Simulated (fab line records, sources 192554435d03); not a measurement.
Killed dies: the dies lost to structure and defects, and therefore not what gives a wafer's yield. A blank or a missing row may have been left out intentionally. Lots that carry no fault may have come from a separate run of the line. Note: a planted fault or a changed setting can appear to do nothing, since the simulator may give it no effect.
Comparing a struck lot with a sound one / flow n5_finfet / 19 steps out of a route of 1938
Sound: these wafers, L855.2, L855.4, L855.5. Struck: wafer L865.3 (left out: L865.1, L865.6 of the same lot, which were not struck); the cause appears at the end.
Each step with rows lists, per side, the tool, then ch with its chambers, then its first start. Under that, the readings that differ: sound wafers / struck wafers / difference of the means / sigmas: that difference in standard deviations of wafers without a fault.
alike: same words and numbers on both sides, and readings whose means sit less than 2 such deviations apart. not compared: any withheld reading, any reading some wafer has no value for, any bound like >300 that may hide the same value, and any number with overlapping values for which the record gives no deviation.
Wherever a step has rows on one side only, a row that says differs or no value, or a row with sigmas, the two part there. Numbers that have no deviation but don't overlap get no sigmas and don't part them. A reading that every wafer of one side lacks parts them only if that side has two wafers or more.

N5_BEOL_M14_ETCH_68: etches SOC in N2/H2, time 450 s.
  sound on rie_diel-05 ch 0,2, day 11 05:13; struck on rie_diel-05 ch 0, day 13 21:44
  alike: drypump_motor_current_A, oes_product_au, rf_fwd_power_W, rf_vpp_V, showerhead_plenum_p_Torr, throttle_valve_pct
  not compared: rf_hours_counter_h
then, 1 step without rows for these wafers: N5_BEOL_M14_STRIP_69 (strips in N2/H2).
N5_BEOL_M14_TRENCH_ETCH_34: etches SiO2 in C4F8/O2/Ar, target depth 556.65 nm, time 126.9 s.
  sound on rie_diel-05 ch 0,2, day 11 05:29; struck on rie_diel-05 ch 0, day 13 22:01
reading=he_outer_torr (Torr); sound=29.94 30.10 30.00; struck=29.90; difference=-0.11; sigmas=-2
  alike: drypump_motor_current_A, oes_ar_750_au, oes_product_au, rf_fwd_power_W, rf_vpp_V, showerhead_plenum_p_Torr, throttle_valve_pct
  not compared: rf_hours_counter_h
then, 1 step without rows for these wafers: N5_BEOL_M14_STRIP_70 (strips in C4F8/O2/Ar).
N5_BEOL_M14_OCD_MEAS_35:
  sound on ocd-01, day 11 05:38; struck on ocd-02, day 13 22:10
  alike: trench_depth_nm
then, 1 step without rows for these wafers: N5_BEOL_M14_STRIP_37 (strips in O2).
N5_BEOL_M14_ETCH_38: etches SiCN in CF4/N2, target depth 106.5 nm, time 120.6 s.
  sound: rie_diel-05 ch 1,2; struck: rie_diel-04 ch 0
reading=drypump_motor_current_A (A); sound=5.51 5.49 5.48; struck=6.30; difference=+0.81; sigmas=+3
reading=oes_product_au (a.u.); sound=0.68 0.81 0.68; struck=0.96; difference=+0.24; sigmas=+3
  alike: rf_fwd_power_W, rf_vpp_V, showerhead_plenum_p_Torr, throttle_valve_pct
  not compared: rf_hours_counter_h
then, 3 steps without rows for these wafers: N5_BEOL_M14_PRECLEAN_39 (cleans in residue remover, time 60 s); N5_BEOL_M14_SRD_40 (time 30 s, dry time 30 s); N5_BEOL_M14_DEGAS_41 (time 60 s).
N5_BEOL_M14_PRE_CLEAN_42: time 30 s.
  sound on pvd_sputter-02, day 11 07:53; struck on pvd_sputter-02, day 14 03:05
reading=heater_power_w (W); sound=610 444 600; struck=446; difference=-105; sigmas=-2
N5_BEOL_M14_SPUTTER_43: material TaN, target thk 15 nm, time 24.19 s.
  sound on pvd_sputter-02, day 11 07:55; struck on pvd_sputter-02, day 14 03:07
  alike: substrate_temp_c, throttle_valve_pct
N5_BEOL_M14_SPUTTER_44: material Ta, target thk 15 nm, time 24.19 s.
  sound on pvd_sputter-02, day 11 08:00; struck on pvd_sputter-02, day 14 03:12
reading=model.Ta_of_BEOL_M14_SPUTTER_44.thk_nm (nm); sound=15 15 15; struck=20.6; difference=+5.6; sigmas=
  alike: substrate_temp_c, throttle_valve_pct
then, 3 steps without rows for these wafers: N5_BEOL_M14_SPUTTER_45 (material Cu, target thk 100 nm, time 16.67 s); N5_BEOL_M14_ECD_47 (material Cu, target thk 1248 nm); N5_BEOL_M14_ANNEAL_48 (time 90 s).
N5_BEOL_M14_CMP_49: polishes, stops on SiO2, t overpolish 5.2 s, target thk 560 nm.
  sound on cmp-01 ch 2,3, day 11 08:41; struck on cmp-03 ch 0, day 14 04:45
reading=barrier_field_endpoint_s (s); sound=10.81 10.79 11.00; struck=14.06; difference=+3.19; sigmas=+12
  alike: motor_current_A
N5_BEOL_M14_THK_MEAS_50: measures by xrf.
  sound on film_metro-01, day 11 08:59; struck on film_metro-02, day 14 05:02
  alike: M14_THK
N5_PASSIVATION_PROBE_49:
  the record has rows for the struck wafers here (prober-01, day 15 06:46) and none for the sound ones

== WHERE THEY PART ==
At N5_BEOL_M14_TRENCH_ETCH_34 first; at N5_PASSIVATION_PROBE_49 last (within this record only).

WHY: whatever the simulator had introduced
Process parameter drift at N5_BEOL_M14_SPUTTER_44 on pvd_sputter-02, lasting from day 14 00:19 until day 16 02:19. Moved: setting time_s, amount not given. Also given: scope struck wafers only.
